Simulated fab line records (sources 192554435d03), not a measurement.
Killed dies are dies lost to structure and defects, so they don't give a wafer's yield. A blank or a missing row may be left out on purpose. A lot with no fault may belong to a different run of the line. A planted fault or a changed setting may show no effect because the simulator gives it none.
The tool behind it: which one? || flow n5Finfet || 8 lots with 24 wafers sampled at 7 steps, on a route of 1938 steps

WHAT THE GAUGES SHOWED, per wafer
N5_FIN_SAQP_INSPECT_40: inspects for defects (brightfield). Usual: rawDefectCount reads 224 (standard deviation 66).
{"lot": "L206", "measured": "day 2 20:31", "on": "defectInspect-02", "rawDefectCount": "128 190 164", "flag": ""}
{"lot": "L208", "measured": "day 3 08:28", "on": "defectInspect-02", "rawDefectCount": "200 1279 220", "flag": "OFF"}
{"lot": "L209", "measured": "day 3 14:44", "on": "defectInspect-02", "rawDefectCount": "1248 149 1211", "flag": "OFF"}
{"lot": "L218", "measured": "day 5 22:13", "on": "defectInspect-01", "rawDefectCount": "185 159 189", "flag": ""}
{"lot": "L220", "measured": "day 6 09:37", "on": "defectInspect-02", "rawDefectCount": "347 271 167", "flag": ""}
{"lot": "L221", "measured": "day 6 14:11", "on": "defectInspect-01", "rawDefectCount": "242 226 299", "flag": ""}
{"lot": "L223", "measured": "day 7 03:08", "on": "defectInspect-01", "rawDefectCount": "367 175 322", "flag": ""}
{"lot": "L224", "measured": "day 7 07:39", "on": "defectInspect-01", "rawDefectCount": "188 204 151", "flag": ""}

N5_FIN_CUT_INSPECT_10: inspects for defects (brightfield). Usual: rawDefectCount reads 41 (standard deviation 12).
{"lot": "L206", "measured": "day 2 21:02", "on": "defectInspect-02", "rawDefectCount": "31 36 32", "flag": ""}
{"lot": "L208", "measured": "day 3 08:51", "on": "defectInspect-02", "rawDefectCount": "59 1123 45", "flag": "OFF"}
{"lot": "L209", "measured": "day 3 15:15", "on": "defectInspect-02", "rawDefectCount": "1118 29 1108", "flag": "OFF"}
{"lot": "L218", "measured": "day 5 22:44", "on": "defectInspect-01", "rawDefectCount": "38 39 34", "flag": ""}
{"lot": "L220", "measured": "day 6 10:01", "on": "defectInspect-02", "rawDefectCount": "61 43 34", "flag": ""}
{"lot": "L221", "measured": "day 6 14:35", "on": "defectInspect-01", "rawDefectCount": "54 31 70", "flag": ""}
{"lot": "L223", "measured": "day 7 03:40", "on": "defectInspect-02", "rawDefectCount": "65 32 75", "flag": ""}
{"lot": "L224", "measured": "day 7 08:02", "on": "defectInspect-02", "rawDefectCount": "34 42 26", "flag": ""}

N5_BEOL_M4_RC_MEAS_101. Usual: DIBL_N 35.9 mV/V, standard deviation 1.3; DIBL_P 35.9 mV/V, standard deviation 1.5; IOFF_N 0.152 nA/um, standard deviation 0.023; IOFF_P 0.204 nA/um, standard deviation 0.027; ION_N 673 uA/um, standard deviation 9.2; ION_P 462 uA/um, standard deviation 6.7; SS_N 71.4 mV/dec, standard deviation 0.48; SS_P 73.2 mV/dec, standard deviation 0.55; VT_N 250.3 mV, standard deviation 2.6; VT_P -250.6 mV, standard deviation 3.
{"lot": "L206", "measured": "day 9 18:23", "on": "prober-02", "DIBL_N (mV/V)": "36.5 35.0 36.1", "DIBL_P (mV/V)": "37.3 36.3 37.1", "IOFF_N (nA/um)": "0.167 0.150 0.163", "IOFF_P (nA/um)": "0.198 0.182 0.197", "ION_N (uA/um)": "677 679 680", "ION_P (uA/um)": "461 452 462", "SS_N (mV/dec)": "70.8 71.0 71.5", "SS_P (mV/dec)": "74.3 73.0 73.2", "VT_N (mV)": "249.8 252.0 248.3", "VT_P (mV)": "-253.7 -254.3 -251.2", "flag": ""}
{"lot": "L208", "measured": "day 9 16:45", "on": "prober-01", "DIBL_N (mV/V)": "36.4 37.3 35.5", "DIBL_P (mV/V)": "35.8 37.5 35.5", "IOFF_N (nA/um)": "0.154 0.167 0.135", "IOFF_P (nA/um)": "0.200 0.220 0.189", "ION_N (uA/um)": "679 662 666", "ION_P (uA/um)": "463 460 463", "SS_N (mV/dec)": "72.0 71.9 71.7", "SS_P (mV/dec)": "73.5 74.8 72.9", "VT_N (mV)": "249.3 248.3 249.8", "VT_P (mV)": "-250.5 -250.0 -253.4", "flag": ""}
{"lot": "L209", "measured": "day 10 14:52", "on": "prober-02", "DIBL_N (mV/V)": "36.6 37.2 36.1", "DIBL_P (mV/V)": "35.2 36.9 34.5", "IOFF_N (nA/um)": "0.144 0.167 0.141", "IOFF_P (nA/um)": "0.217 0.244 0.198", "ION_N (uA/um)": "665 671 659", "ION_P (uA/um)": "462 464 449", "SS_N (mV/dec)": "71.6 72.1 71.9", "SS_P (mV/dec)": "73.5 74.2 72.5", "VT_N (mV)": "252.7 248.3 253.3", "VT_P (mV)": "-248.6 -249.5 -251.8", "flag": ""}
{"lot": "L218", "measured": "day 12 14:05", "on": "prober-02", "DIBL_N (mV/V)": "37.4 39.0 36.4", "DIBL_P (mV/V)": "34.7 36.7 33.5", "IOFF_N (nA/um)": "0.139 0.163 0.121", "IOFF_P (nA/um)": "0.161 0.193 0.149", "ION_N (uA/um)": "679 689 669", "ION_P (uA/um)": "457 463 452", "SS_N (mV/dec)": "71.0 71.4 71.3", "SS_P (mV/dec)": "72.6 73.7 72.6", "VT_N (mV)": "251.0 248.7 252.4", "VT_P (mV)": "-255.2 -253.3 -252.7", "flag": ""}
{"lot": "L220", "measured": "day 13 14:47", "on": "prober-01", "DIBL_N (mV/V)": "36.5 36.6 36.1", "DIBL_P (mV/V)": "36.9 37.0 36.0", "IOFF_N (nA/um)": "0.146 0.141 0.139", "IOFF_P (nA/um)": "0.178 0.178 0.168", "ION_N (uA/um)": "671 660 674", "ION_P (uA/um)": "459 451 457", "SS_N (mV/dec)": "70.9 70.4 71.4", "SS_P (mV/dec)": "73.0 72.9 73.4", "VT_N (mV)": "250.3 250.9 249.9", "VT_P (mV)": "-251.8 -254.6 -253.8", "flag": ""}
{"lot": "L221", "measured": "day 13 14:14", "on": "prober-02", "DIBL_N (mV/V)": "34.5 33.8 35.7", "DIBL_P (mV/V)": "36.0 35.6 37.6", "IOFF_N (nA/um)": "0.143 0.137 0.164", "IOFF_P (nA/um)": "0.198 0.187 0.223", "ION_N (uA/um)": "681 665 681", "ION_P (uA/um)": "470 466 467", "SS_N (mV/dec)": "71.5 71.2 71.5", "SS_P (mV/dec)": "73.3 73.1 73.5", "VT_N (mV)": "252.2 253.1 249.4", "VT_P (mV)": "-248.9 -253.0 -251.9", "flag": ""}
{"lot": "L223", "measured": "day 13 17:28", "on": "prober-02", "DIBL_N (mV/V)": "36.1 36.2 35.4", "DIBL_P (mV/V)": "36.0 36.6 35.8", "IOFF_N (nA/um)": "0.162 0.164 0.149", "IOFF_P (nA/um)": "0.183 0.187 0.176", "ION_N (uA/um)": "675 668 669", "ION_P (uA/um)": "454 455 452", "SS_N (mV/dec)": "71.9 72.0 71.4", "SS_P (mV/dec)": "73.0 73.8 73.1", "VT_N (mV)": "250.0 248.5 250.2", "VT_P (mV)": "-253.1 -255.2 -256.0", "flag": ""}
{"lot": "L224", "measured": "day 14 01:35", "on": "prober-02", "DIBL_N (mV/V)": "35.1 35.0 35.1", "DIBL_P (mV/V)": "35.8 36.8 36.6", "IOFF_N (nA/um)": "0.128 0.132 0.138", "IOFF_P (nA/um)": "0.167 0.175 0.171", "ION_N (uA/um)": "669 668 672", "ION_P (uA/um)": "455 454 456", "SS_N (mV/dec)": "71.1 71.7 71.8", "SS_P (mV/dec)": "73.3 73.4 73.2", "VT_N (mV)": "255.3 253.2 252.9", "VT_P (mV)": "-254.2 -253.3 -257.5", "flag": ""}

EACH LOT AND THE TOOL THAT RAN IT (in order: tool; ch and the chambers of the sampled wafers; start)
{"lot": "L206", "N5_FIN_SAQP_ETCH_69": "rieDiel-04 ch 2,3, day 2 18:56", "N5_FIN_SAQP_ETCH_67": "rieDiel-04 ch 2,3, day 2 19:00", "N5_FIN_SAQP_SPACER2_ALD_28": "aldSin-04 ch 0,1,3, day 2 19:17", "N5_FIN_SAQP_STRIP_77": "rieDiel-02 ch 1,3, day 2 20:01"}
{"lot": "L208", "N5_FIN_SAQP_ETCH_69": "rieDiel-02 ch 1,2,3, day 3 07:03", "N5_FIN_SAQP_ETCH_67": "rieDiel-02 ch 1,2,3, day 3 07:07", "N5_FIN_SAQP_SPACER2_ALD_28": "aldSin-04 ch 1,2, day 3 07:21", "N5_FIN_SAQP_STRIP_77": "rieDiel-04 ch 0,3, day 3 08:01"}
{"lot": "L209", "N5_FIN_SAQP_ETCH_69": "rieDiel-05 ch 0,1,3, day 3 13:20", "N5_FIN_SAQP_ETCH_67": "rieDiel-05 ch 0,1,3, day 3 13:23", "N5_FIN_SAQP_SPACER2_ALD_28": "aldSin-04 ch 1,3, day 3 13:38", "N5_FIN_SAQP_STRIP_77": "rieDiel-02 ch 1,2, day 3 14:17"}
{"lot": "L218", "N5_FIN_SAQP_ETCH_69": "rieDiel-04 ch 2,3, day 5 20:37", "N5_FIN_SAQP_ETCH_67": "rieDiel-04 ch 2,3, day 5 20:41", "N5_FIN_SAQP_SPACER2_ALD_28": "aldSin-03 ch 1,2, day 5 20:56", "N5_FIN_SAQP_STRIP_77": "rieDiel-04 ch 0,2,3, day 5 21:46"}
{"lot": "L220", "N5_FIN_SAQP_ETCH_69": "rieDiel-05 ch 1,3, day 6 06:55", "N5_FIN_SAQP_ETCH_67": "rieDiel-05 ch 1,3, day 6 06:58", "N5_FIN_SAQP_SPACER2_ALD_28": "aldSin-04 ch 0,2,3, day 6 08:28", "N5_FIN_SAQP_STRIP_77": "rieDiel-05 ch 0,1,3, day 6 09:10"}
{"lot": "L221", "N5_FIN_SAQP_ETCH_69": "rieDiel-04 ch 1,3, day 6 12:38", "N5_FIN_SAQP_ETCH_67": "rieDiel-04 ch 1,3, day 6 12:41", "N5_FIN_SAQP_SPACER2_ALD_28": "aldSin-04 ch 0,2,3, day 6 12:58", "N5_FIN_SAQP_STRIP_77": "rieDiel-05 ch 1,3, day 6 13:45"}
{"lot": "L223", "N5_FIN_SAQP_ETCH_69": "rieDiel-04 ch 1,2,3, day 7 00:18", "N5_FIN_SAQP_ETCH_67": "rieDiel-04 ch 1,2,3, day 7 00:22", "N5_FIN_SAQP_SPACER2_ALD_28": "aldSin-04 ch 1,2,3, day 7 02:02", "N5_FIN_SAQP_STRIP_77": "rieDiel-04 ch 0,2,3, day 7 02:41"}
{"lot": "L224", "N5_FIN_SAQP_ETCH_69": "rieDiel-05 ch 0,1, day 7 06:14", "N5_FIN_SAQP_ETCH_67": "rieDiel-05 ch 0,1, day 7 06:18", "N5_FIN_SAQP_SPACER2_ALD_28": "aldSin-04 ch 0,1, day 7 06:32", "N5_FIN_SAQP_STRIP_77": "rieDiel-04 ch 0,3, day 7 07:12"}
- N5_FIN_SAQP_ETCH_69: etches SOC in N2/H2, stops on SiNx, target depth 150 nm.
- N5_FIN_SAQP_ETCH_67: etches SiNx in CH3F/O2, target depth 30 nm.
- N5_FIN_SAQP_SPACER2_ALD_28: deposits SiO2, target thk 8.1 nm, pulse time 1 s, purge time 2 s.
- N5_FIN_SAQP_STRIP_77: strips in N2/H2, time 90 s.

WHAT THE TOOLS THEMSELVES READ (means of the sampled wafers that have a number; where no wafer has one, the mark that the record gives instead)
N5_FIN_SAQP_ETCH_69. Usual: biasW 60.97 W, standard deviation 0.19; drypumpMotorCurrentA 5.9 A, standard deviation 0.33; oesProductAu 0.80 a.u., standard deviation 0.083; rfVppV 240.7 V, standard deviation 1.6; showerheadPlenumPTorr 2.55 Torr, standard deviation 0.12; throttleValvePct 17.74 %, standard deviation 0.18.
{"lot": "L206", "tool": "rieDiel-04", "biasW (W)": 61.02, "drypumpMotorCurrentA (A)": 6.0, "oesProductAu (a.u.)": 0.83, "rfVppV (V)": 240.5, "showerheadPlenumPTorr (Torr)": 2.53, "throttleValvePct (%)": 17.76, "flag": ""}
{"lot": "L208", "tool": "rieDiel-02", "biasW (W)": 60.95, "drypumpMotorCurrentA (A)": 5.9, "oesProductAu (a.u.)": 0.77, "rfVppV (V)": 241.7, "showerheadPlenumPTorr (Torr)": 2.63, "throttleValvePct (%)": 17.77, "flag": ""}
{"lot": "L209", "tool": "rieDiel-05", "biasW (W)": 60.88, "drypumpMotorCurrentA (A)": 5.7, "oesProductAu (a.u.)": 0.77, "rfVppV (V)": 240.7, "showerheadPlenumPTorr (Torr)": 2.55, "throttleValvePct (%)": 17.84, "flag": ""}
{"lot": "L218", "tool": "rieDiel-04", "biasW (W)": 60.81, "drypumpMotorCurrentA (A)": 6.1, "oesProductAu (a.u.)": 0.84, "rfVppV (V)": 239.6, "showerheadPlenumPTorr (Torr)": 2.50, "throttleValvePct (%)": 17.86, "flag": ""}
{"lot": "L220", "tool": "rieDiel-05", "biasW (W)": 61.03, "drypumpMotorCurrentA (A)": 5.7, "oesProductAu (a.u.)": 0.75, "rfVppV (V)": 239.1, "showerheadPlenumPTorr (Torr)": 2.44, "throttleValvePct (%)": 17.99, "flag": ""}
{"lot": "L221", "tool": "rieDiel-04", "biasW (W)": 60.89, "drypumpMotorCurrentA (A)": 6.1, "oesProductAu (a.u.)": 0.73, "rfVppV (V)": 239.9, "showerheadPlenumPTorr (Torr)": 2.45, "throttleValvePct (%)": 17.68, "flag": ""}
{"lot": "L223", "tool": "rieDiel-04", "biasW (W)": 60.98, "drypumpMotorCurrentA (A)": 6.1, "oesProductAu (a.u.)": 0.77, "rfVppV (V)": 239.7, "showerheadPlenumPTorr (Torr)": 2.47, "throttleValvePct (%)": 17.78, "flag": ""}
{"lot": "L224", "tool": "rieDiel-05", "biasW (W)": 60.83, "drypumpMotorCurrentA (A)": 5.5, "oesProductAu (a.u.)": 0.76, "rfVppV (V)": 240.4, "showerheadPlenumPTorr (Torr)": 2.55, "throttleValvePct (%)": 17.74, "flag": ""}

N5_FIN_SAQP_ETCH_67. Usual: biasW 72.97 W, standard deviation 0.23; drypumpMotorCurrentA 5.9 A, standard deviation 0.33; oesProductAu 0.81 a.u., standard deviation 0.086; rfVppV 297.9 V, standard deviation 2.5; showerheadPlenumPTorr 2.01 Torr, standard deviation 0.092; throttleValvePct 16.26 %, standard deviation 0.17.
{"lot": "L206", "tool": "rieDiel-04", "biasW (W)": 73.18, "drypumpMotorCurrentA (A)": 6.0, "oesProductAu (a.u.)": 0.85, "rfVppV (V)": 299.5, "showerheadPlenumPTorr (Torr)": 1.98, "throttleValvePct (%)": 16.24, "flag": ""}
{"lot": "L208", "tool": "rieDiel-02", "biasW (W)": 72.98, "drypumpMotorCurrentA (A)": 5.9, "oesProductAu (a.u.)": 0.79, "rfVppV (V)": 300.2, "showerheadPlenumPTorr (Torr)": 2.06, "throttleValvePct (%)": 16.26, "flag": ""}
{"lot": "L209", "tool": "rieDiel-05", "biasW (W)": 72.61, "drypumpMotorCurrentA (A)": 5.8, "oesProductAu (a.u.)": 0.76, "rfVppV (V)": 297.3, "showerheadPlenumPTorr (Torr)": 2.01, "throttleValvePct (%)": 16.36, "flag": ""}
{"lot": "L218", "tool": "rieDiel-04", "biasW (W)": 73.07, "drypumpMotorCurrentA (A)": 6.1, "oesProductAu (a.u.)": 0.85, "rfVppV (V)": 298.5, "showerheadPlenumPTorr (Torr)": 1.96, "throttleValvePct (%)": 16.35, "flag": ""}
{"lot": "L220", "tool": "rieDiel-05", "biasW (W)": 72.97, "drypumpMotorCurrentA (A)": 5.7, "oesProductAu (a.u.)": 0.75, "rfVppV (V)": 297.3, "showerheadPlenumPTorr (Torr)": 1.92, "throttleValvePct (%)": 16.51, "flag": ""}
{"lot": "L221", "tool": "rieDiel-04", "biasW (W)": 73.10, "drypumpMotorCurrentA (A)": 6.1, "oesProductAu (a.u.)": 0.75, "rfVppV (V)": 295.6, "showerheadPlenumPTorr (Torr)": 1.93, "throttleValvePct (%)": 16.23, "flag": ""}
{"lot": "L223", "tool": "rieDiel-04", "biasW (W)": 72.97, "drypumpMotorCurrentA (A)": 6.1, "oesProductAu (a.u.)": 0.79, "rfVppV (V)": 295.9, "showerheadPlenumPTorr (Torr)": 1.94, "throttleValvePct (%)": 16.31, "flag": ""}
{"lot": "L224", "tool": "rieDiel-05", "biasW (W)": 73.05, "drypumpMotorCurrentA (A)": 5.5, "oesProductAu (a.u.)": 0.75, "rfVppV (V)": 300.3, "showerheadPlenumPTorr (Torr)": 2.00, "throttleValvePct (%)": 16.28, "flag": ""}

N5_FIN_SAQP_SPACER2_ALD_28. Usual: chamberPressureTorr 2.000 Torr, standard deviation 0.0042; heaterPowerOuterW 271 W, standard deviation 35; heaterPowerW 489 W, standard deviation 56; precursorPulseHeightRel 1.002, standard deviation 0.02.
{"lot": "L206", "tool": "aldSin-04", "chamberPressureTorr (Torr)": 1.996, "heaterPowerOuterW (W)": 274, "heaterPowerW (W)": 505, "precursorPulseHeightRel": 1.026, "flag": ""}
{"lot": "L208", "tool": "aldSin-04", "chamberPressureTorr (Torr)": 1.999, "heaterPowerOuterW (W)": 269, "heaterPowerW (W)": 470, "precursorPulseHeightRel": 0.983, "flag": ""}
{"lot": "L209", "tool": "aldSin-04", "chamberPressureTorr (Torr)": 2.001, "heaterPowerOuterW (W)": 278, "heaterPowerW (W)": 513, "precursorPulseHeightRel": 1.003, "flag": ""}
{"lot": "L218", "tool": "aldSin-03", "chamberPressureTorr (Torr)": 1.998, "heaterPowerOuterW (W)": 237, "heaterPowerW (W)": 432, "precursorPulseHeightRel": 0.994, "flag": ""}
{"lot": "L220", "tool": "aldSin-04", "chamberPressureTorr (Torr)": 1.997, "heaterPowerOuterW (W)": 270, "heaterPowerW (W)": 489, "precursorPulseHeightRel": 1.000, "flag": ""}
{"lot": "L221", "tool": "aldSin-04", "chamberPressureTorr (Torr)": 2.003, "heaterPowerOuterW (W)": 271, "heaterPowerW (W)": 488, "precursorPulseHeightRel": 1.015, "flag": ""}
{"lot": "L223", "tool": "aldSin-04", "chamberPressureTorr (Torr)": 1.999, "heaterPowerOuterW (W)": 280, "heaterPowerW (W)": 503, "precursorPulseHeightRel": 1.005, "flag": ""}
{"lot": "L224", "tool": "aldSin-04", "chamberPressureTorr (Torr)": 2.001, "heaterPowerOuterW (W)": 263, "heaterPowerW (W)": 495, "precursorPulseHeightRel": 0.997, "flag": ""}

N5_FIN_SAQP_STRIP_77. Usual: drypumpMotorCurrentA 5.9 A, standard deviation 0.37; oesProductAu 0.79 a.u., standard deviation 0.083; rfVppV 45.4 V, standard deviation 0.86; showerheadPlenumPTorr 3.40 Torr, standard deviation 0.15; throttleValvePct 12.17 %, standard deviation 0.22.
{"lot": "L206", "tool": "rieDiel-02", "drypumpMotorCurrentA (A)": 5.8, "oesProductAu (a.u.)": 0.81, "rfVppV (V)": 45.9, "showerheadPlenumPTorr (Torr)": 3.54, "throttleValvePct (%)": 12.03, "flag": ""}
{"lot": "L208", "tool": "rieDiel-04", "drypumpMotorCurrentA (A)": 6.1, "oesProductAu (a.u.)": 0.84, "rfVppV (V)": 45.5, "showerheadPlenumPTorr (Torr)": 3.44, "throttleValvePct (%)": 12.03, "flag": ""}
{"lot": "L209", "tool": "rieDiel-02", "drypumpMotorCurrentA (A)": 6.1, "oesProductAu (a.u.)": 0.75, "rfVppV (V)": 46.0, "showerheadPlenumPTorr (Torr)": 3.42, "throttleValvePct (%)": 12.30, "flag": ""}
{"lot": "L218", "tool": "rieDiel-04", "drypumpMotorCurrentA (A)": 6.2, "oesProductAu (a.u.)": 0.86, "rfVppV (V)": 44.8, "showerheadPlenumPTorr (Torr)": 3.41, "throttleValvePct (%)": 12.08, "flag": ""}
{"lot": "L220", "tool": "rieDiel-05", "drypumpMotorCurrentA (A)": 5.7, "oesProductAu (a.u.)": 0.75, "rfVppV (V)": 45.4, "showerheadPlenumPTorr (Torr)": 3.37, "throttleValvePct (%)": 12.29, "flag": ""}
{"lot": "L221", "tool": "rieDiel-05", "drypumpMotorCurrentA (A)": 6.0, "oesProductAu (a.u.)": 0.73, "rfVppV (V)": 44.5, "showerheadPlenumPTorr (Torr)": 3.36, "throttleValvePct (%)": 12.46, "flag": ""}
{"lot": "L223", "tool": "rieDiel-04", "drypumpMotorCurrentA (A)": 6.2, "oesProductAu (a.u.)": 0.84, "rfVppV (V)": 45.3, "showerheadPlenumPTorr (Torr)": 3.41, "throttleValvePct (%)": 12.11, "flag": ""}
{"lot": "L224", "tool": "rieDiel-04", "drypumpMotorCurrentA (A)": 6.3, "oesProductAu (a.u.)": 0.85, "rfVppV (V)": 45.6, "showerheadPlenumPTorr (Torr)": 3.50, "throttleValvePct (%)": 12.00, "flag": ""}

THE ANSWER, worked out from the rows above alone
Rule: a lot counts as off when the mean over its wafers that have a number is more than 3 standard deviations away from the usual mean. Also off: a lot with no number at a reading for which 4 or more lots have one. Any other lot the step has rows for is counted as sound. Order of review: gauges by route order, followed by the tools' own readings, for which a lot's mean as printed above is used. At the first step where some lot is off, the reading lying furthest off is the one used; lots without a number count as furthest.
Off, at N5_FIN_SAQP_INSPECT_40 on rawDefectCount: L208, L209.
If a tool, at a process step before that reading, ran all the lots that are off and no sound lot after the first of them, it fits. The gauges at N5_FIN_SAQP_INSPECT_40 are tried like those tools. No candidate that was tried fits.

WHAT WAS PUT IN BY THE SIMULATOR
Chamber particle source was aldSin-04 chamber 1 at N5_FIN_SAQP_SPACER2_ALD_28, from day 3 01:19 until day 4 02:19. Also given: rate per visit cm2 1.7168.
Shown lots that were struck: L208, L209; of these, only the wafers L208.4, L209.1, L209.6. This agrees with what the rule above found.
